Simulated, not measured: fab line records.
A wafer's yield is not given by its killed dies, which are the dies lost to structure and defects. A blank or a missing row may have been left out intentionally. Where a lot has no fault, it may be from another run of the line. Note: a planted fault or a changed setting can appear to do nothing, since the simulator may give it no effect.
Which tool is to blame?	flow nand-harc	13 lots, 39 wafers sampled, at 5 steps of a route of 1302

## WHAT EACH GAUGE READ, for each wafer
NHARC_END_SORT_01. Usual: killed-at-array 44, standard deviation 16; killed-at-other 0.6, standard deviation 1.1; killed-at-periphery 3.9, standard deviation 2.6; killed-dies 48, standard deviation 16; killed-open 3.1, standard deviation 1.9; killed-short 2.4, standard deviation 1.8.
lot	measured	on	killed-at-array	killed-at-other	killed-at-periphery	killed-dies	killed-open	killed-short	flag
L566	day 25 08:57	prober-01	53 67 75	1 0 0	7 7 3	61 74 78	4 6 2	5 3 0	
L569	day 27 00:02	prober-02	74 60 42	0 0 0	1 7 3	75 67 45	3 1 6	4 4 1	
L574	day 29 23:56	prober-01	38 38 40	0 1 0	10 5 4	48 44 44	7 3 1	2 2 4	
L578	day 31 16:23	prober-02	42 40 29	0 0 0	4 1 2	46 41 31	4 0 2	3 2 4	
L584	day 35 09:57	prober-01	48 53 45	0 0 1	2 2 2	50 55 48	5 2 2	1 1 3	

## WHAT TOOL EACH LOT RAN ON (gives the tool, then ch and the chambers of the sampled wafers, and finally the start)
lot	NHARC_A_WL_FILL_STRIP_27	NHARC_A_CONTACT_DEP_24	NHARC_A_CONTACT_DEP_28	NHARC_A_CONTACT_SOFTBAKE_37
L561	plasma-asher-01 ch 0,1, day 20 17:47	pecvd-04 ch 0,1,2, day 21 11:04	acl-dep-02 ch 0, day 21 12:19	litho-track-01 ch 0, day 21 16:00
L566	plasma-asher-01 ch 0,1, day 21 12:23	pecvd-01 ch 1,2, day 22 04:25	acl-dep-03 ch 0, day 22 05:01	litho-track-04 ch 0, day 22 09:00
L564	plasma-asher-02 ch 0,1, day 21 12:40	pecvd-03 ch 1,2, day 22 04:31	acl-dep-01 ch 0, day 22 06:23	litho-track-01 ch 0, day 22 09:00
L563	plasma-asher-02 ch 0,1, day 21 18:16	pecvd-03 ch 0,1, day 22 11:25	acl-dep-03 ch 0, day 22 12:56	litho-track-06 ch 0, day 22 17:00
L569	plasma-asher-02 ch 0,1, day 23 01:58	pecvd-01 ch 0,1,2, day 23 18:03	acl-dep-01 ch 0, day 23 19:09	litho-track-01 ch 0, day 23 23:00
L574	plasma-asher-02 ch 0,1, day 25 15:35	pecvd-04 ch 1,2, day 26 07:44	acl-dep-01 ch 0, day 26 09:02	litho-track-04 ch 0, day 26 12:00
L575	plasma-asher-01 ch 0,1, day 26 08:40	pecvd-01 ch 0,2, day 27 04:38	acl-dep-03 ch 0, day 27 05:33	litho-track-04 ch 0, day 27 10:00
L577	plasma-asher-01 ch 0,1, day 27 06:02	pecvd-03 ch 0,1,2, day 27 23:54	acl-dep-03 ch 0, day 28 00:22	litho-track-06 ch 0, day 28 04:00
L578	plasma-asher-02 ch 0,1, day 27 15:22	pecvd-01 ch 0,1,2, day 28 08:12	acl-dep-02 ch 0, day 28 10:08	litho-track-01 ch 0, day 28 13:00
L580	plasma-asher-02 ch 0,1, day 28 05:56	pecvd-01 ch 0,1,2, day 28 22:13	acl-dep-02 ch 0, day 29 02:50	litho-track-06 ch 0, day 29 05:00
L583	plasma-asher-01 ch 0,1, day 29 08:22	pecvd-04 ch 0,1,2, day 30 03:25	acl-dep-02 ch 0, day 30 05:51	litho-track-01 ch 0, day 30 10:00
L582	plasma-asher-02 ch 0,1, day 30 07:38	pecvd-03 ch 0,1,2, day 31 01:06	acl-dep-02 ch 0, day 31 01:38	litho-track-04 ch 0, day 31 06:00
L584	plasma-asher-01 ch 0,1, day 30 16:29	pecvd-01 ch 0,1, day 31 09:24	acl-dep-01 ch 0, day 31 10:42	litho-track-01 ch 0, day 31 14:00
- NHARC_A_WL_FILL_STRIP_27: strips in N2/H2, time 20 s.
- NHARC_A_CONTACT_DEP_24: deposits SiO2, target thk 500 nm.
- NHARC_A_CONTACT_DEP_28: deposits aC, target thk 7000 nm.
- NHARC_A_CONTACT_SOFTBAKE_37: time 55 s.

## AS READ BY THE TOOLS THEMSELVES (means over the sampled wafers that have a number; for cases with no such wafer, the mark the record gives instead)
NHARC_A_WL_FILL_STRIP_27. Usual: drypump-motor-current-A 5.4 A, standard deviation 0.3; heater-power-w 310 W, standard deviation 21.
lot	tool	drypump-motor-current-A (A)	heater-power-w (W)	flag
L561	plasma-asher-01	5.5	310	
L566	plasma-asher-01	5.5	309	
L564	plasma-asher-02	5.1	303	
L563	plasma-asher-02	5.4	294	
L569	plasma-asher-02	5.4	295	
L574	plasma-asher-02	5.4	293	
L575	plasma-asher-01	5.5	313	
L577	plasma-asher-01	5.5	314	
L578	plasma-asher-02	5.1	318	
L580	plasma-asher-02	5.1	315	
L583	plasma-asher-01	5.5	311	
L582	plasma-asher-02	5.4	304	
L584	plasma-asher-01	5.5	304	

NHARC_A_CONTACT_DEP_24. Usual: heater-power-outer-w 307 W, standard deviation 67; heater-power-w 572 W, standard deviation 110; throttle-valve-pct 16.0 %, standard deviation 0.61.
lot	tool	heater-power-outer-w (W)	heater-power-w (W)	throttle-valve-pct (%)	flag
L561	pecvd-04	345	645	15.7	
L566	pecvd-01	277	540	15.8	
L564	pecvd-03	260	465	16.2	
L563	pecvd-03	346	563	15.7	
L569	pecvd-01	313	601	16.0	
L574	pecvd-04	341	653	16.5	
L575	pecvd-01	347	669	16.5	
L577	pecvd-03	310	520	15.9	
L578	pecvd-01	240	520	16.4	
L580	pecvd-01	291	579	16.2	
L583	pecvd-04	350	665	15.8	
L582	pecvd-03	258	455	16.0	
L584	pecvd-01	375	705	15.7	

NHARC_A_CONTACT_DEP_28. Usual: throttle-valve-pct 34.999 %, standard deviation 0.0087.
lot	tool	throttle-valve-pct (%)	flag
L561	acl-dep-02	34.994	
L566	acl-dep-03	34.994	
L564	acl-dep-01	34.998	
L563	acl-dep-03	34.992	
L569	acl-dep-01	34.995	
L574	acl-dep-01	35.004	
L575	acl-dep-03	34.988	
L577	acl-dep-03	35.007	
L578	acl-dep-02	34.994	
L580	acl-dep-02	35.001	
L583	acl-dep-02	35.003	
L582	acl-dep-02	35.002	
L584	acl-dep-01	35.013	

NHARC_A_CONTACT_SOFTBAKE_37. Usual: heater-power-total-W 188.46 W, standard deviation 0.15.
lot	tool	heater-power-total-W (W)	flag
L561	litho-track-01	188.31	
L566	litho-track-04	188.39	
L564	litho-track-01	188.59	
L563	litho-track-06	188.46	
L569	litho-track-01	188.54	
L574	litho-track-04	157.96	OFF
L575	litho-track-04	157.99	OFF
L577	litho-track-06	188.61	
L578	litho-track-01	188.58	
L580	litho-track-06	188.44	
L583	litho-track-01	188.67	
L582	litho-track-04	188.47	
L584	litho-track-01	188.37	

## THE ANSWER, worked out from the rows above alone
Rule: take the mean of a lot's wafers that have a number; if it is more than 3 standard deviations from the usual mean, the lot is off. A lot without any number at a reading at which 4 lots or more have one is off too. All remaining lots with rows at the step are treated as sound. First the gauges in route order, then the tools' own readings, where a lot's mean is used as printed above. The first step at which some lot is off is used, and at that step the reading that is off furthest; a lot without a number counts as furthest.
Off: L574, L575, at NHARC_A_CONTACT_SOFTBAKE_37 (heater-power-total-W).
A tool fits if, at that step or a process step before it, it ran every lot that is off, and no sound lot after the first of them. None of those tried fits.

## WHAT THE SIMULATOR HAD INSERTED
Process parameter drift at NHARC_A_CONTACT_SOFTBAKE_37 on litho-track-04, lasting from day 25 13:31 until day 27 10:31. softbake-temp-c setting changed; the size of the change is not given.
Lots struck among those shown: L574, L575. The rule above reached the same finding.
